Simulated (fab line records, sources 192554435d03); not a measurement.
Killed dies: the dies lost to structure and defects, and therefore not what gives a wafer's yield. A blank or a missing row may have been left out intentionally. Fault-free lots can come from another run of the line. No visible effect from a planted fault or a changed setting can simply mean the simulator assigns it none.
Struck lot and sound lot, side by side / flow n5Finfet / 16 out of 1938 route steps
Sound: these wafers, L582.3, L582.4, L582.6. Wafers struck: L584.1, L584.3, L584.6. Last of all comes the cause.
At each step with rows: each side's tool, then ch and its chambers, then its first start. Under that, the readings that differ: sound wafers / struck wafers / difference of the means / sigmas: that difference in standard deviations of wafers without a fault.
alike: words and numbers the same on both sides, and readings whose means are apart by under 2 such deviations; not compared: readings that were withheld, readings missing a value for some wafer, numbers with overlapping values and no deviation given by the record, and bounds like >300 which may hide the same value.
Wherever a step has rows on one side only, a row that says differs or no value, or a row with sigmas, the two part there. Non-overlapping numbers with no deviation appear without sigmas and do not part them. A reading that every wafer of one side lacks parts them only if that side has two wafers or more.

N5_BEOL_M1_ANNEAL_80: time 240 s.
  struck on pvdSputter-02, day 7 21:24; sound on pvdSputter-03, day 7 06:07
  alike: heaterPowerW, susceptorTempC
then, 3 steps without rows for these wafers: N5_BEOL_M1_SPUTTER_81 (material Cu, target thk 4.5 nm, time 8.29 s); N5_BEOL_M1_ANNEAL_82 (time 240 s); N5_BEOL_M1_SPUTTER_86 (material Cu, target thk 4.5 nm, time 8.29 s).
N5_BEOL_M1_ANNEAL_87: time 240 s.
  struck on pvdSputter-02, day 7 21:50; sound on pvdSputter-03, day 7 06:34
  alike: heaterPowerW, susceptorTempC
then, 2 steps without rows for these wafers: N5_BEOL_M1_SPUTTER_88 (material Cu, target thk 4.5 nm, time 8.29 s); N5_BEOL_M1_ANNEAL_89 (time 240 s).
N5_BEOL_M1_SPUTTER_90: material Cu, target thk 4.5 nm, time 8.29 s.
  struck on pvdSputter-02, day 7 22:12; sound on pvdSputter-03, day 7 06:55
  alike: throttleValvePct
N5_BEOL_M1_ANNEAL_91: time 240 s.
  struck on pvdSputter-02, day 7 22:17; sound on pvdSputter-03, day 7 07:00
  alike: heaterPowerW, susceptorTempC
then, 2 steps without rows for these wafers: N5_BEOL_M1_SPUTTER_92 (material Cu, target thk 4.5 nm, time 8.29 s); N5_BEOL_M1_ANNEAL_93 (time 240 s).
N5_BEOL_M1_SPUTTER_94: material Cu, target thk 4.5 nm, time 8.29 s.
  struck on pvdSputter-02, day 7 22:38; sound on pvdSputter-03, day 7 07:22
  alike: throttleValvePct
N5_BEOL_M1_ANNEAL_95: time 240 s.
  struck on pvdSputter-02, day 7 22:43; sound on pvdSputter-03, day 7 07:26
  no value came back on the struck wafers for heaterPowerW (W), susceptorTempC (C); on the sound wafers heaterPowerW (W) reads 1008 784 760
then, 1 step without rows for these wafers: N5_BEOL_M1_SPUTTER_96 (material Cu, target thk 4.5 nm, time 8.29 s).
N5_BEOL_M4_RC_MEAS_101:
  sound on prober-02 ch 0, day 8 15:10; struck on prober-02 ch 0, day 9 06:01
  alike: DIBL_N, DIBL_P, IOFF_N, IOFF_P, ION_N, ION_P, SS_N, SS_P, VT_N, VT_P
after that, 1 step had no rows for these wafers: N5_PASSIVATION_PROBE_49.

## WHERE THEY PART
Only at N5_BEOL_M1_ANNEAL_95, within this record. Later steps at which nothing parts them and some readings are alike: N5_BEOL_M4_RC_MEAS_101.

WHY: the cause the simulator had injected
Whole step skipped at N5_BEOL_M1_ANNEAL_95 on pvdSputter-02, starting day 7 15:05. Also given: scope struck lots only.
